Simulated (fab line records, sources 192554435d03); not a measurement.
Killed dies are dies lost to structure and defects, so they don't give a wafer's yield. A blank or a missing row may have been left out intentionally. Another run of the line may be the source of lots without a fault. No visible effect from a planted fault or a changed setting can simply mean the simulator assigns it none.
Split-lot trial || flow n5_finfet || route with 1938 steps; 7 lots, 21 wafers read

## ABOUT THE SPLIT
At N5_MOL_CONTACT_COAG_ETCH_15 (etches SiNx in CH3F/O2, stops on Si:P, target depth 7 nm), the setting source_w was moved away from the recipe's 395 W on 9 of the 21 wafers read, by -14.7% to +16.5%. For the rest of the wafers, this setting stayed at what the recipe calls for.

Reading taken at the split's own step.

## THE READING
rf_vpp_V, in V, at N5_MOL_CONTACT_COAG_ETCH_15 (etches SiNx in CH3F/O2, stops on Si:P, target depth 7 nm). On this fab line, fault-free wafers typically give 297 V with a standard deviation of 3 V.

{"wafer": "L076.2", "tool, chamber at the split": "rie_diel-06, 3", "source_w as run, W": 337, "against the recipe": "-14.7%", "rf_vpp_V, V": 318, "against lot-mates on the recipe": "+21"}
{"wafer": "L076.4", "tool, chamber at the split": "rie_diel-06, 3", "source_w as run, W": 337, "against the recipe": "-14.7%", "rf_vpp_V, V": 319, "against lot-mates on the recipe": "+22"}
{"wafer": "L076.5", "tool, chamber at the split": "rie_diel-06, 2", "source_w as run, W": 395, "against the recipe": "recipe", "rf_vpp_V, V": 297, "against lot-mates on the recipe": "-"}
{"wafer": "L078.2", "tool, chamber at the split": "rie_diel-06, 0", "source_w as run, W": 340.6, "against the recipe": "-13.8%", "rf_vpp_V, V": 323, "against lot-mates on the recipe": "+27"}
{"wafer": "L078.3", "tool, chamber at the split": "rie_diel-06, 3", "source_w as run, W": 395, "against the recipe": "recipe", "rf_vpp_V, V": 296, "against lot-mates on the recipe": "-"}
{"wafer": "L078.4", "tool, chamber at the split": "rie_diel-06, 1", "source_w as run, W": 340.6, "against the recipe": "-13.8%", "rf_vpp_V, V": 317, "against lot-mates on the recipe": "+21"}
{"wafer": "L079.4", "tool, chamber at the split": "rie_diel-05, 1", "source_w as run, W": 435.1, "against the recipe": "+10.2%", "rf_vpp_V, V": 283, "against lot-mates on the recipe": -15}
{"wafer": "L079.5", "tool, chamber at the split": "rie_diel-05, 2", "source_w as run, W": 395, "against the recipe": "recipe", "rf_vpp_V, V": 298, "against lot-mates on the recipe": "-"}
{"wafer": "L079.6", "tool, chamber at the split": "rie_diel-05, 3", "source_w as run, W": 435.1, "against the recipe": "+10.2%", "rf_vpp_V, V": 288, "against lot-mates on the recipe": -10}
{"wafer": "L081.1", "tool, chamber at the split": "rie_diel-05, 1", "source_w as run, W": 460, "against the recipe": "+16.5%", "rf_vpp_V, V": 278, "against lot-mates on the recipe": -22}
{"wafer": "L081.2", "tool, chamber at the split": "rie_diel-05, 2", "source_w as run, W": 460, "against the recipe": "+16.5%", "rf_vpp_V, V": 279, "against lot-mates on the recipe": -21}
{"wafer": "L081.6", "tool, chamber at the split": "rie_diel-05, 2", "source_w as run, W": 395, "against the recipe": "recipe", "rf_vpp_V, V": 300, "against lot-mates on the recipe": "-"}
{"wafer": "L083.3", "tool, chamber at the split": "rie_diel-06, 0", "source_w as run, W": 395, "against the recipe": "recipe", "rf_vpp_V, V": 301, "against lot-mates on the recipe": "-"}
{"wafer": "L083.4", "tool, chamber at the split": "rie_diel-06, 1", "source_w as run, W": 395, "against the recipe": "recipe", "rf_vpp_V, V": 296, "against lot-mates on the recipe": "-"}
{"wafer": "L083.5", "tool, chamber at the split": "rie_diel-06, 0", "source_w as run, W": 417, "against the recipe": "+5.6%", "rf_vpp_V, V": 293, "against lot-mates on the recipe": -6}
{"wafer": "L084.2", "tool, chamber at the split": "rie_diel-05, 1", "source_w as run, W": 395, "against the recipe": "recipe", "rf_vpp_V, V": 297, "against lot-mates on the recipe": "-"}
{"wafer": "L084.3", "tool, chamber at the split": "rie_diel-05, 3", "source_w as run, W": 395, "against the recipe": "recipe", "rf_vpp_V, V": 300, "against lot-mates on the recipe": "-"}
{"wafer": "L084.6", "tool, chamber at the split": "rie_diel-05, 1", "source_w as run, W": 395, "against the recipe": "recipe", "rf_vpp_V, V": 298, "against lot-mates on the recipe": "-"}
{"wafer": "L096.2", "tool, chamber at the split": "rie_diel-05, 0", "source_w as run, W": 395, "against the recipe": "recipe", "rf_vpp_V, V": 290, "against lot-mates on the recipe": "-"}
{"wafer": "L096.4", "tool, chamber at the split": "rie_diel-05, 1", "source_w as run, W": 395, "against the recipe": "recipe", "rf_vpp_V, V": 297, "against lot-mates on the recipe": "-"}
{"wafer": "L096.5", "tool, chamber at the split": "rie_diel-05, 3", "source_w as run, W": 395, "against the recipe": "recipe", "rf_vpp_V, V": 300, "against lot-mates on the recipe": "-"}

FIT RESULTS
A straight line over all 21 wafers: rf_vpp_V changes by -1.34 V for each +1% of source_w; r = -0.97; the points scatter about the line by 3 V.
The same after taking each lot's own level away (the mean of its wafers on the recipe; 21 wafers): -1.44 V for each +1%; r = -0.98; scatter 2.7 V.
Per that fit: largest source_w move, reading shift of 24 V.
The span of the lots' own levels, 295.7 to 300.0 V, comes to 1.4 times the standard deviation stated above.
Consequently the slope shifts little with the lot-to-lot level, the two slopes agreeing.
Check: for one of the wafers moved furthest among these (+16.5%), held out of the fit, the line's prediction against its lot-mates is -22.9 V. Against them it came out at -22 V.
Tool readings at the split's step, against how far the setting was moved: rf_vpp_V r = -0.97.

## THE OTHER SPLITS THESE WAFERS WENT THROUGH
Note: prior to the reading, these wafers also went through further splits. Each is held against what the fit with the lots' levels taken away leaves over:
{"other split on the same wafers": "N5_DUMMY_GATE_COAT_28 spin_rpm", "wafers away from the commonest value": 3, "r with rf_vpp_V (lot level and that fit taken away)": -0.13}
{"other split on the same wafers": "N5_SD_EPI_N_ETCH_16 target_depth_a", "wafers away from the commonest value": 5, "r with rf_vpp_V (lot level and that fit taken away)": -0.23}
{"other split on the same wafers": "N5_SDB_ETCH_25 time_s", "wafers away from the commonest value": 4, "r with rf_vpp_V (lot level and that fit taken away)": -0.39}
{"other split on the same wafers": "N5_HKMG_FIN_COAT_43 spin_rpm", "wafers away from the commonest value": 2, "r with rf_vpp_V (lot level and that fit taken away)": "+0.28"}
{"other split on the same wafers": "N5_HKMG_FIN_ETCH_55 bias_w", "wafers away from the commonest value": 3, "r with rf_vpp_V (lot level and that fit taken away)": "+0.00"}
{"other split on the same wafers": "N5_GATE_CUT_ALD_22 ald_cycles", "wafers away from the commonest value": 9, "r with rf_vpp_V (lot level and that fit taken away)": -0.24}
{"other split on the same wafers": "N5_GATE_CUT_CMP_23 down_force_psi", "wafers away from the commonest value": 9, "r with rf_vpp_V (lot level and that fit taken away)": -0.32}

## FILE'S OWN FIT
rf_vpp_V changes by -1.45 V for each +1% of source_w, r = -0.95.
